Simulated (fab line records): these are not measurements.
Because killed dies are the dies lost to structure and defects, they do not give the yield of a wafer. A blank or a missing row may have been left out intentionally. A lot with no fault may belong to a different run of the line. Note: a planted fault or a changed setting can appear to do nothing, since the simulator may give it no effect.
A struck lot beside a sound one | flow n5_finfet | 15 steps out of a route of 1938
Sound: these wafers, L733.1, L733.4, L733.5. Wafers L740.1, L740.3, L740.6 were the ones struck. The cause is named last.
Per side, at each step with rows, come the tool, then ch with its chambers, and then its first start. Under that, the readings that differ: sound wafers | struck wafers | difference of the means | sigmas: that difference in standard deviations of wafers without a fault.
alike: readings with means less than 2 such deviations apart, plus words and numbers identical on both sides. not compared: withheld readings, readings lacking a value on some wafer, bounds such as >300 that could conceal the same value, and numbers that have no deviation in the record and whose values overlap.
The two part at a step that has a row with sigmas, a row that says differs or no value, or rows on one side only. Numbers that don't overlap but have no deviation are shown without sigmas and don't part them. A reading that every wafer of one side lacks parts them only if that side has two wafers or more.

first, 6 steps without rows for these wafers: N5_PASSIVATION_EBR_40; N5_PASSIVATION_SOFTBAKE_39 (time 120 s); N5_PASSIVATION_EXPOSE_41 (exposes mask PASS OPEN, defocus 0 nm, target cd 40000 nm); N5_PASSIVATION_PEB_42; N5_PASSIVATION_DEVELOP_43 (develop time 60 s); N5_PASSIVATION_HARDBAKE_45 (time 120 s).
N5_PASSIVATION_CD_MEAS_44 targets a cd of 40000 nm.
  sound on cd_sem-03 ch 0, day 13 09:15; struck on cd_sem-02 ch 0, day 15 22:30
  alike: cd_nm
N5_PASSIVATION_OVL_MEAS_66:
  sound on overlay-01 ch 0, day 13 09:17; struck on overlay-01 ch 0, day 15 22:32
  alike: PASS_OPEN_OVL
N5_PASSIVATION_INSPECT_67: inspects for defects (macro).
  sound: defect_inspect-02 at day 13 09:19; struck: defect_inspect-01 at day 15 22:33
  alike: raw_defect_count
N5_PASSIVATION_DESCUM_46: chemistry O2, time 7.9 s.
  sound on rie_diel-05 ch 0,1,3, day 13 09:25; struck on rie_diel-03 ch 0,1,3, day 15 22:35
  alike: drypump_motor_current_A, oes_product_au, rf_fwd_power_W, rf_vpp_V, showerhead_plenum_p_Torr, throttle_valve_pct
  not compared: rf_hours_counter_h
N5_PASSIVATION_PASS_ETCH_47: etches SiNx in CF4/O2, target depth 770 nm, time 385 s.
  sound on rie_diel-05 ch 0,1,3, day 13 09:27; struck on rie_diel-03 ch 0,1,3, day 15 22:37
  alike: O2_flow_sccm, drypump_motor_current_A, oes_product_au, rf_fwd_power_W, rf_vpp_V, showerhead_plenum_p_Torr, throttle_valve_pct
  not compared: rf_hours_counter_h
N5_PASSIVATION_ETCH_54: etches SiO2 in CHF3/O2, target depth 880 nm, time 440 s.
  sound on rie_diel-05 ch 0,1,3, day 13 09:41; struck on rie_diel-03 ch 0,1,3, day 15 22:51
  alike: O2_flow_sccm, drypump_motor_current_A, oes_product_au, rf_fwd_power_W, rf_vpp_V, showerhead_plenum_p_Torr, throttle_valve_pct
  not compared: rf_hours_counter_h
N5_PASSIVATION_STRIP_48: strips in O2.
  sound on rie_diel-05 ch 0,1,3, day 13 09:58; struck on rie_diel-03 ch 0,1,3, day 15 23:08
  reading    | sound             | struck            | difference | sigmas
  temp_c (C) | 60.09 59.96 59.92 | 59.04 59.15 59.07 | -0.90      | -8
  alike: drypump_motor_current_A, oes_product_au, rf_vpp_V, showerhead_plenum_p_Torr, throttle_valve_pct
  not compared: rf_hours_counter_h
then, 1 step without rows for these wafers: N5_PASSIVATION_STRIP_52 (strips in post etch residue remover, time 1200 s).
N5_PASSIVATION_PROBE_49:
  sound: prober-01 at day 13 12:28; struck: prober-01 at day 16 01:38
  alike: defect_limited_yield, killed_at_M0_to_M3, killed_at_M4_up, killed_at_contacts, killed_at_front_end, killed_at_other, killed_dies, killed_on_rim, killed_open, killed_short, sort_bin_5_function, sort_bin_6_memory, sort_n_pass, sort_yield_pct

## WHERE THEY PART
Only at N5_PASSIVATION_STRIP_48, within this record. Later steps at which nothing parts them and some readings are alike: N5_PASSIVATION_PROBE_49.

WHY: the cause the simulator had injected
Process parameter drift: rie_diel-03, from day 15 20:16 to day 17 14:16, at N5_PASSIVATION_STRIP_48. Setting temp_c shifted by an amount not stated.
